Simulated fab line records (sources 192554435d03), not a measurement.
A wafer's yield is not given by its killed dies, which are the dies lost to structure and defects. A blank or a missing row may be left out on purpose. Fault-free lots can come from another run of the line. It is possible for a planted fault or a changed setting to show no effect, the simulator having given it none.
2 desks, one fault | flow n5Finfet | each desk holds nothing but its own numbers, with what lay behind them at the end

## TOOL OWNER'S DESK, rieDiel-05
The tool's own readings at N5_MOL_CONTACT_COAG_VIA_ETCH_117 (etches SiO2 in C4F6/O2, target depth 40 nm, overetch 8 nm, time 26 s): means of the sampled wafers that have a number, for each lot that ran on this tool. Any lot whose mean is over 4 standard deviations away from the usual mean is out of limits and marked OUT; that distance is given in the brackets.
Columns: A = biasW at N5_MOL_CONTACT_COAG_VIA_ETCH_117, usual 455.1 W; B = drypumpMotorCurrentA at N5_MOL_CONTACT_COAG_VIA_ETCH_117, usual 5.8 A; C = oesProductAu at N5_MOL_CONTACT_COAG_VIA_ETCH_117, usual 0.69 a.u.; D = rfVppV at N5_MOL_CONTACT_COAG_VIA_ETCH_117, usual 1572 V; E = showerheadPlenumPTorr at N5_MOL_CONTACT_COAG_VIA_ETCH_117, usual 2.88 Torr; F = throttleValvePct at N5_MOL_CONTACT_COAG_VIA_ETCH_117, usual 41.3 %
lot  | first seen here | A               | B   | C    | D    | E    | F
L658 | day 5 06:22     | 454.9           | 6.0 | 0.75 | 1617 | 2.89 | 41.7
L669 | day 8 06:43     | 456.0           | 5.3 | 0.69 | 1617 | 2.91 | 40.9
L671 | day 8 13:56     | 455.9           | 5.8 | 0.71 | 1614 | 2.88 | 41.7
L673 | day 9 02:07     | 430.5 (-19) OUT | 5.8 | 0.71 | 1551 | 2.90 | 41.4
L678 | day 10 09:33    | 429.7 (-20) OUT | 5.5 | 0.68 | 1548 | 2.89 | 41.2
L680 | day 10 15:53    | 429.9 (-19) OUT | 5.3 | 0.70 | 1516 | 2.95 | 40.6
This desk's finding: out of limits on L673, L678, L680; first on L673, day 9 02:07 (biasW at N5_MOL_CONTACT_COAG_VIA_ETCH_117). L658, L669, L671: within limits.

## AT THE METROLOGY DESK
Lot by lot, what the gauges showed, no matter which tool ran the lot: averages of those sampled wafers that carry a number. Any lot whose mean is over 4 standard deviations away from the usual mean is out of limits and marked OUT; that distance is given in the brackets. Only the readings that lie furthest out on some lot appear, 7 of the 10 it has.
Columns: A = DIBL_N at N5_BEOL_M4_RC_MEAS_101, usual 35.9 mV/V; B = IOFF_N at N5_BEOL_M4_RC_MEAS_101, usual 0.149 nA/um; C = IOFF_P at N5_BEOL_M4_RC_MEAS_101, usual 0.20 nA/um; D = ION_N at N5_BEOL_M4_RC_MEAS_101, usual 671 uA/um; E = ION_P at N5_BEOL_M4_RC_MEAS_101, usual 460 uA/um; F = SS_N at N5_BEOL_M4_RC_MEAS_101, usual 71.4 mV/dec; G = VT_P at N5_BEOL_M4_RC_MEAS_101, usual -251 mV
lot  | first seen here | A    | B     | C    | D   | E   | F    | G
L658 | day 7 21:37     | 34.6 | 0.124 | 0.15 | 658 | 450 | 70.4 | -257
L661 | day 8 14:39     | 35.1 | 0.137 | 0.17 | 668 | 453 | 71.3 | -256
L666 | day 9 17:02     | 36.2 | 0.165 | 0.23 | 687 | 475 | 71.1 | -247
L669 | day 10 20:29    | 35.9 | 0.147 | 0.23 | 662 | 463 | 71.3 | -249
L671 | day 11 07:04    | 34.6 | 0.127 | 0.18 | 663 | 458 | 71.0 | -251
L673 | day 11 17:20    | 37.2 | 0.155 | 0.19 | 673 | 462 | 71.9 | -252
L678 | day 12 19:22    | 35.2 | 0.131 | 0.19 | 662 | 457 | 71.5 | -249
L680 | day 13 12:37    | 38.2 | 0.190 | 0.25 | 687 | 470 | 71.7 | -247
L681 | day 13 15:45    | 35.1 | 0.141 | 0.18 | 675 | 459 | 71.5 | -251
This desk's verdict: no lot among the 9 shows anything out of limits.

## ALL TOGETHER
An alarm could have come from the tool owner's desk at day 9 02:07, on L673, L678, L680.
Nothing out of limits was seen by the metrology desk.
The metrology desk has L673, L678, L680 on record, within its limits.
On rieDiel-05, each named lot ran N5_MOL_CONTACT_COAG_VIA_ETCH_117.

## WHAT THE SIMULATOR HAD PUT IN
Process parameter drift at N5_MOL_CONTACT_COAG_VIA_ETCH_117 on rieDiel-05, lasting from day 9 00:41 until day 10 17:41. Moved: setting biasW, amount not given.
Struck lots among those shown: L673, L678, L680.
Delay in hours, fault start to first out-of-limits reading, by desk: the tool owner's desk at 1.
